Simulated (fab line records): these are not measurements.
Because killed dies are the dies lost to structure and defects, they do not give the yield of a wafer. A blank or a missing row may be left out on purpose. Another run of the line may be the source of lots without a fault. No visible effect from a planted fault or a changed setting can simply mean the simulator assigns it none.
Which tool was responsible? -- flow nand_harc -- 11 lots, 33 wafers sampled, at 2 steps of a route of 1302

## WHAT EACH GAUGE READ, for each wafer
NHARC_P_ZERO_WELL_CD_MEAS_11: target cd 500 nm.
lot,measured,on,cd_nm (nm)
L185,day 3 13:07,cd_sem-01,491.5 490.8 492.2
L186,day 3 23:14,cd_sem-03,498.0 498.7 500.4
L187,day 4 09:16,cd_sem-02,494.1 494.6 492.2
L190,day 5 15:07,cd_sem-03,501.1 499.3 500.7
L195,day 7 17:15,cd_sem-02,501.9 502.2 502.5
L196,day 8 03:16,cd_sem-01,498.1 496.5 496.3
L199,day 9 09:16,cd_sem-03,498.7 500.2 500.4
L200,day 9 19:14,cd_sem-03,500.0 499.9 500.4
L201,day 10 05:14,cd_sem-03,500.1 500.2 501.9
L203,day 11 01:07,cd_sem-01,498.4 500.9 497.9
L204,day 11 11:15,cd_sem-01,501.2 502.1 502.2

## TOOL THAT RAN EACH LOT (tool first, then ch and the chambers of the sampled wafers, then the start)
lot,NHARC_P_ZERO_WELL_SOFTBAKE_06
L185,"litho_track-03 ch 0, day 3 12:00"
L186,"litho_track-07 ch 0, day 3 22:00"
L187,"litho_track-03 ch 0, day 4 08:00"
L190,"litho_track-07 ch 0, day 5 14:00"
L195,"litho_track-03 ch 0, day 7 16:00"
L196,"litho_track-03 ch 0, day 8 02:00"
L199,"litho_track-07 ch 0, day 9 08:00"
L200,"litho_track-07 ch 0, day 9 18:00"
L201,"litho_track-03 ch 0, day 10 04:00"
L203,"litho_track-03 ch 0, day 11 00:00"
L204,"litho_track-03 ch 0, day 11 10:00"
- NHARC_P_ZERO_WELL_SOFTBAKE_06: time 70 s.

## THE ANSWER, worked out from the rows above alone
Rule: the usual values come from the lots themselves. Put in order of their means at a reading, lots are off if they are a third of the lots or fewer, leave a main group of 4 or more, and stand apart from it by a gap of 3 or more times the standard deviation of the main group's means; of several such gaps the widest counts. If all means in a main group match to the digits the tables above print for the reading, that group is not used. Also off: a lot with no number at a reading for which 4 or more lots have one. Any other lot the step has rows for is counted as sound.
Nothing can be told from this: no lot is off at any reading shown.

## WHAT THE SIMULATOR PUT IN
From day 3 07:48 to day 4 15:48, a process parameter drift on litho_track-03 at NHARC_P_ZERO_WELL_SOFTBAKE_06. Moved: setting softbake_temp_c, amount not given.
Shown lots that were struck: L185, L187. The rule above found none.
